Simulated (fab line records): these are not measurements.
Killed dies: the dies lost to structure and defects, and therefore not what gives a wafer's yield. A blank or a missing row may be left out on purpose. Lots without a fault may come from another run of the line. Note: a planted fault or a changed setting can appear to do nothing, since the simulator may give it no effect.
Struck lot and sound lot, side by side    flow nand harc    15 out of 1302 route steps
Sound: the wafers L388.2, L388.4, L388.6. The struck wafers were L382.1, L382.3, L382.4. The cause is named last.
At each step with rows: each side's tool, then ch and its chambers, then its first start. Under that, the readings that differ: sound wafers    struck wafers    difference of the means    sigmas: that difference in standard deviations of wafers without a fault.
alike: readings whose means differ by less than 2 such deviations, and words and numbers that are the same on both sides. not compared: withheld readings, readings that some wafer has no value for, bounds like >300 that may hide the same value, and numbers for which the record gives no deviation and whose values overlap.
Wherever a step has rows on one side only, a row that says differs or no value, or a row with sigmas, the two part there. Numbers that don't overlap but have no deviation are shown without sigmas and don't part them. A reading missing from all wafers of one side parts the sides only when that side holds two or more wafers.

first, 9 steps without rows for these wafers: NHARC_P_GATE_STRIP_63 (strips in SPM, time 900 s); NHARC_P_GATE_DEHYDRATE_83 (time 120 s); NHARC_P_GATE_HMDS_84 (time 30 s); NHARC_P_GATE_COAT_85; NHARC_P_GATE_SOFTBAKE_86 (time 95 s); NHARC_P_GATE_EBR_87; NHARC_P_GATE_EXPOSE_88 (exposes mask P HVN, target cd 2000 nm); NHARC_P_GATE_PEB_89 (peb time 85 s); NHARC_P_GATE_DEVELOP_90 (time 70 s).
NHARC_P_GATE_CD_MEAS_91: target cd 2000 nm.
  sound on cd sem-02 ch 0, day 12 12:52; struck on cd sem-01 ch 0, day 9 20:30
  alike: cd nm
then, 1 step without rows for these wafers: NHARC_P_GATE_HARDBAKE_92 (time 80 s).
NHARC_P_GATE_DESCUM_93: chemistry O2, time 3 s.
  sound on rie diel-08 ch 0,1, day 12 13:02; struck on rie diel-08 ch 1,2, day 9 20:40
  alike: drypump motor current A, mfc ar sccm, oes product au, rf vpp V, showerhead plenum p Torr, throttle valve pct
  not compared: rf hours counter h
NHARC_P_GATE_IMPLANT_94:
  sound on implanter-01 ch 0, day 12 13:12; struck on implanter-01, day 9 20:50
  no value came back on the struck wafers for beam energy keV, beam on s (s); on the sound wafers beam energy keV reads 59.984 60.022 60.001
NHARC_P_GATE_STRIP_113: strips in N2/H2, time 740 s.
  sound on plasma asher-01 ch 0,1, day 12 13:31; struck on plasma asher-01 ch 0,1, day 9 21:11
  alike: drypump motor current A, heater power w, rf refl power W
  not compared: rf hours counter h
-- the record jumps here: 19 days lie between the struck wafers' starts before and after (it left off in module P_GATE and takes up again in module END, whose first step shown is number 1302 of the route) --
NHARC_END_SORT_01:
  sound on prober-02 ch 0, day 31 21:58; struck on prober-02 ch 0, day 28 10:55
reading              sound  struck       difference  sigmas
killed at periphery  3      655 653 651  +650        +99 or more
killed dies          59     677 677 677  +618        +22
  alike: killed at array, killed at other, killed open, killed short

## WHERE THEY PART
At NHARC_P_GATE_IMPLANT_94 first; at NHARC_END_SORT_01 last (within this record only).

WHY: what had been put in by the simulator
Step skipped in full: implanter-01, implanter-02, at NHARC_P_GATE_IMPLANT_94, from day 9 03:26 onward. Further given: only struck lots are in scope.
